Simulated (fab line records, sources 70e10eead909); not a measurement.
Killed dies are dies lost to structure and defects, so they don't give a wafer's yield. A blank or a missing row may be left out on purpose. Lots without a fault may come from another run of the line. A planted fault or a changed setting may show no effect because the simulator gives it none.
Chamber matching | flow nand_harc | NHARC_P_CONTACT_CMP_01 on cmp-01: 4 sister chambers
The step polishes SiO2, target thk 200 nm. 16 wafers are shown with their chamber, then 8 later ones without.

WAFERS WITH THEIR CHAMBER
wafer  | chamber | motor_current_A (A)
L074.1 | 1       | 11.4
L074.3 | 2       | 12.9
L074.6 | 0       | 9.4
L077.1 | 1       | 11.9
L077.5 | 3       | 13.1
L077.6 | 0       | 10.3
L078.1 | 1       | 12.2
L078.4 | 3       | 12.4
L078.6 | 3       | 12.9
L084.3 | 1       | 11.6
L084.5 | 2       | 12.5
L084.6 | 1       | 11.4
L088.1 | 3       | 12.2
L088.3 | 2       | 13.2
L088.5 | 3       | 11.9
L090.1 | 2       | 12.4

SIGNATURES (means of the wafers above)
reading         | chamber 0 | chamber 1 | chamber 2 | chamber 3 | scatter within a chamber
motor_current_A | 9.850     | 11.700    | 12.750    | 12.500    | 0.435
Rule: a wafer's distance from a chamber is the root of the sum, over the readings, of the square of ((its reading less the chamber's mean) divided by the reading's scatter). The wafer belongs to the nearest chamber; if the next one is less than 2 further off, it can't be placed. The scatter: the root of (the sum of the squares of (reading less its chamber's mean) over the shown wafers, divided by (wafers less chambers)).

WAFERS WITHOUT THEIR CHAMBER
wafer  | motor_current_A (A)
L090.2 | 9.7
L090.4 | 12.4
L092.1 | 13.0
L092.5 | 12.7
L092.6 | 12.0
L093.1 | 10.9
L093.2 | 9.7
L093.3 | 12.6

WHICH CHAMBER EACH WENT THROUGH
wafer  | from the rows above          | in truth
L090.2 | 0                            | 0
L090.4 | can't be placed: 3 or 2 or 1 | 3
L092.1 | can't be placed: 2 or 3      | 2
L092.5 | can't be placed: 2 or 3      | 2
L092.6 | can't be placed: 1 or 3 or 2 | 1
L093.1 | can't be placed: 1 or 0 or 3 | 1
L093.2 | 0                            | 0
L093.3 | can't be placed: 3 or 2 or 1 | 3
Placed correctly: 2 of 8. Can't be placed from these rows: 6 (the true chamber is among the candidates in 6). Placed wrongly: 0.
